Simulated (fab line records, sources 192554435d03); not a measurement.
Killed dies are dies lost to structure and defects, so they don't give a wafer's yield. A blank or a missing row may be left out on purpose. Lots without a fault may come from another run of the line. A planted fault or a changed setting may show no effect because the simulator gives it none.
Which tool did it? | flow n5_finfet | 11 lots, 33 wafers sampled, at 4 steps of a route of 1938

WHAT THE GAUGES READ, wafer by wafer
The record holds no reading of a measuring or inspecting step that can be judged against a usual standard deviation.

WHICH TOOL RAN EACH LOT (tool, then ch and the chambers of the sampled wafers, then the start)
lot  | N5_BEOL_M0_SPUTTER_134       | N5_MIM_BOT_LITHO_DESCUM_10         | N5_PASSIVATION_VIA_ETCH_13         | N5_PASSIVATION_PROBE_49
L402 | pvd_sputter-03, day 5 22:22  | rie_diel-06 ch 0,1, day 11 19:31   | rie_diel-04 ch 0,3, day 11 21:02   | -
L403 | pvd_sputter-02, day 6 05:51  | rie_diel-05 ch 1,2, day 11 23:20   | rie_diel-04 ch 0,3, day 12 02:08   | -
L404 | pvd_sputter-01, day 6 08:25  | rie_diel-06 ch 1,2,3, day 12 02:01 | rie_diel-01 ch 1,2,3, day 12 03:51 | -
L405 | pvd_sputter-03, day 6 18:37  | rie_diel-05 ch 0,2, day 12 08:50   | rie_diel-04 ch 1,3, day 12 11:28   | prober-02, day 12 18:08
L408 | pvd_sputter-02, day 7 19:01  | rie_diel-02 ch 1,2,3, day 13 18:28 | rie_diel-04 ch 0,1,2, day 13 21:47 | prober-01, day 14 04:44
L409 | pvd_sputter-02, day 7 21:35  | rie_diel-06 ch 1,2,3, day 14 12:23 | rie_diel-03 ch 1,3, day 14 17:32   | prober-01, day 15 00:30
L415 | pvd_sputter-02, day 9 02:17  | rie_diel-05 ch 0,3, day 14 08:47   | rie_diel-04 ch 2,3, day 14 10:43   | prober-02, day 14 18:11
L420 | pvd_sputter-01, day 10 07:17 | rie_diel-06 ch 1,2, day 16 04:08   | rie_diel-01 ch 0,2,3, day 16 06:23 | -
L421 | pvd_sputter-01, day 10 21:27 | rie_diel-06 ch 1,3, day 16 16:34   | rie_diel-04 ch 0,2, day 16 20:36   | -
L422 | pvd_sputter-03, day 11 08:14 | rie_diel-05 ch 0,1, day 16 23:21   | rie_diel-01 ch 0,1,2, day 17 01:23 | -
L424 | pvd_sputter-03, day 11 22:56 | rie_diel-06 ch 1,2, day 18 03:20   | rie_diel-01 ch 0,1,3, day 18 06:40 | -
- N5_BEOL_M0_SPUTTER_134: material Cu, target thk 4 nm, time 7.37 s.
- N5_MIM_BOT_LITHO_DESCUM_10: chemistry O2, time 7.9 s.
- N5_PASSIVATION_VIA_ETCH_13: etches SiO2 in CHF3/O2, target depth 660 nm, time 330 s.
- N5_PASSIVATION_PROBE_49

WHAT THE TOOLS THEMSELVES READ (means of the sampled wafers that have a number; where no wafer has one, the mark that the record gives instead)
N5_BEOL_M0_SPUTTER_134.
lot  | tool           | chuck_gas_flow_sccm (sccm) | throttle_valve_pct (%)
L402 | pvd_sputter-03 | 1.25                       | 29.8
L403 | pvd_sputter-02 | 1.25                       | 30.4
L404 | pvd_sputter-01 | 1.27                       | 29.8
L405 | pvd_sputter-03 | 1.24                       | 30.6
L408 | pvd_sputter-02 | 1.24                       | 29.4
L409 | pvd_sputter-02 | 1.30                       | 30.1
L415 | pvd_sputter-02 | 1.28                       | 29.7
L420 | pvd_sputter-01 | 1.36                       | 28.7
L421 | pvd_sputter-01 | 1.30                       | 29.2
L422 | pvd_sputter-03 | 1.28                       | 30.2
L424 | pvd_sputter-03 | 1.24                       | 29.9

N5_MIM_BOT_LITHO_DESCUM_10.
lot  | tool        | drypump_motor_current_A (A) | oes_product_au (a.u.) | rf_vpp_V (V) | showerhead_plenum_p_Torr (Torr) | throttle_valve_pct (%)
L402 | rie_diel-06 | 5.9                         | 0.83                  | 242.3        | 2.05                            | 20.47
L403 | rie_diel-05 | 5.5                         | 0.88                  | 242.6        | 2.06                            | 20.25
L404 | rie_diel-06 | 6.0                         | 0.78                  | 242.9        | 2.04                            | 20.45
L405 | rie_diel-05 | 5.9                         | 0.83                  | 242.8        | 2.05                            | 20.34
L408 | rie_diel-02 | 5.8                         | 0.69                  | 242.4        | 2.03                            | 20.80
L409 | rie_diel-06 | 6.0                         | 0.76                  | 241.5        | 2.04                            | 20.48
L415 | rie_diel-05 | 5.7                         | 0.90                  | 242.8        | 2.03                            | 20.19
L420 | rie_diel-06 | 6.0                         | 0.75                  | 243.3        | 2.05                            | 20.54
L421 | rie_diel-06 | 6.0                         | 0.70                  | 242.5        | 2.03                            | 20.69
L422 | rie_diel-05 | 5.3                         | 0.81                  | 241.9        | 2.01                            | 20.26
L424 | rie_diel-06 | 6.0                         | 0.73                  | 242.0        | 2.05                            | 20.56

N5_PASSIVATION_VIA_ETCH_13.
lot  | tool        | drypump_motor_current_A (A) | etch_rf_on_time_s (s) | oes_product_au (a.u.) | rf_vpp_V (V) | showerhead_plenum_p_Torr (Torr) | throttle_valve_pct (%)
L402 | rie_diel-04 | 6.3                         | 241                   | 0.71                  | 526          | 2.35                            | 18.91
L403 | rie_diel-04 | 6.0                         | 240                   | 0.78                  | 530          | 2.41                            | 18.82
L404 | rie_diel-01 | 5.6                         | 230                   | 0.78                  | 527          | 2.45                            | 18.66
L405 | rie_diel-04 | 6.2                         | 241                   | 0.66                  | 522          | 2.30                            | 18.87
L408 | rie_diel-04 | 5.8                         | 239                   | 0.80                  | 529          | 2.42                            | 18.70
L409 | rie_diel-03 | 5.5                         | 230                   | 0.73                  | 522          | 2.40                            | 18.94
L415 | rie_diel-04 | 6.0                         | 236                   | 0.76                  | 521          | 2.40                            | 18.86
L420 | rie_diel-01 | 5.3                         | 232                   | 0.75                  | 526          | 2.43                            | 18.87
L421 | rie_diel-04 | 5.8                         | 239                   | 0.78                  | 529          | 2.45                            | 18.79
L422 | rie_diel-01 | 5.5                         | 234                   | 0.73                  | 525          | 2.47                            | 18.73
L424 | rie_diel-01 | 5.4                         | 239                   | 0.70                  | 528          | 2.49                            | 18.80

N5_PASSIVATION_PROBE_49.
lot  | tool      | defect_limited_yield (%) | killed_at_M0_to_M3 | killed_at_M4_up | killed_at_contacts | killed_at_front_end | killed_at_other | killed_dies | killed_open | killed_short | sort_bin_5_function (%) | sort_bin_6_memory (%) | sort_bin_8_speed (%) | sort_n_pass | sort_yield_pct (%)
L405 | prober-02 | 91.1                     | 43                 | 7               | 21                 | 32                  | 2               | 105         | 72          | 31           | 5.7                     | 2.9                   | 0.00                 | 1075        | 91.1
L408 | prober-01 | 91.4                     | 32                 | 19              | 16                 | 31                  | 4               | 102         | 69          | 32           | 4.8                     | 3.5                   | 0.00                 | 1078        | 91.4
L409 | prober-01 | 90.1                     | 39                 | 13              | 20                 | 42                  | 2               | 117         | 74          | 43           | 6.0                     | 3.6                   | 0.00                 | 1063        | 90.1
L415 | prober-02 | 85.5                     | 84                 | 14              | 6                  | 63                  | 5               | 172         | 87          | 43           | 8.2                     | 5.0                   | 0.00                 | 1008        | 85.5

THE ANSWER, worked out from the rows above alone
Rule: what is usual is taken from the lots themselves. Put in order of their means at a reading, lots are off if they are a third of the lots or fewer, leave a main group of 4 or more, and stand apart from it by a gap of 3 or more times the standard deviation of the main group's means; of several such gaps the widest counts. A main group whose means are all the same, to the digits that the tables above print for the reading, isn't used. A lot without any number at a reading at which 4 lots or more have one is off too. The other lots that the step has rows for count as sound. The gauges are gone through in route order, then the tools' own readings, and for those a lot's mean is taken as printed above. The first step at which some lot is off is used, and at that step the reading that is off furthest; a lot without a number counts as furthest.
No lot is off at any reading shown: from this, nothing can be told.

WHAT THE SIMULATOR HAD PUT IN
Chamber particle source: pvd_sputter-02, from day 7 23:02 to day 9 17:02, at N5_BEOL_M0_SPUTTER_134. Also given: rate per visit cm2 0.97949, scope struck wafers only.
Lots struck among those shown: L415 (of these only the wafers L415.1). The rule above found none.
